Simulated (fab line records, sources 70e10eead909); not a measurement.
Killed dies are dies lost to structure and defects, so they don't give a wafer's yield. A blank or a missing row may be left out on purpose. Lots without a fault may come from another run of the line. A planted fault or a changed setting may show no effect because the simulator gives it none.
Chamber matching | flow nand_harc | NHARC_A_CHANNEL_FILL_D2_STRIP_28 on rie_diel-02: 4 sister chambers
The step strips in O2, time 20 s. 8 wafers are shown with their chamber, then 8 later ones without.

WAFERS WITH THEIR CHAMBER
wafer  | chamber | showerhead_plenum_p_Torr (Torr) | drypump_motor_current_A (A)
L078.2 | 3       | 3.30                            | 6.3
L081.4 | 1       | 3.63                            | 6.7
L082.2 | 3       | 3.30                            | 6.2
L082.6 | 2       | 3.46                            | 5.0
L088.3 | 1       | 3.62                            | 6.7
L088.4 | 2       | 3.46                            | 4.9
L088.6 | 0       | 3.37                            | 5.2
L091.1 | 0       | 3.37                            | 5.3

WAFERS WITHOUT THEIR CHAMBER
wafer  | showerhead_plenum_p_Torr (Torr) | drypump_motor_current_A (A)
L091.2 | 3.30                            | 6.3
L091.3 | 3.62                            | 6.7
L092.2 | 3.46                            | 5.0
L092.4 | 3.62                            | 6.7
L092.6 | 3.37                            | 5.2
L094.3 | 3.30                            | 6.2
L094.4 | 3.46                            | 5.0
L094.5 | 3.37                            | 5.2

WHICH CHAMBER EACH WENT THROUGH
wafer  | from the rows above | in truth
L091.2 | 3                   | 3
L091.3 | 1                   | 1
L092.2 | 2                   | 2
L092.4 | 1                   | 1
L092.6 | 0                   | 0
L094.3 | 3                   | 3
L094.4 | 2                   | 2
L094.5 | 0                   | 0
Placed correctly: 8 of 8. Can't be placed from these rows: 0. Placed wrongly: 0.
How it was worked out, from the rows above alone: a wafer's distance from a chamber is the root of the sum, over the readings, of the square of ((its reading less the chamber's mean) divided by the reading's scatter). The wafer belongs to the nearest chamber; if the next one is less than 2 further off, it can't be placed. A chamber's mean is the mean of its shown wafers. The scatter: the root of (the sum of the squares of (reading less its chamber's mean) over the shown wafers, divided by (wafers less chambers)).
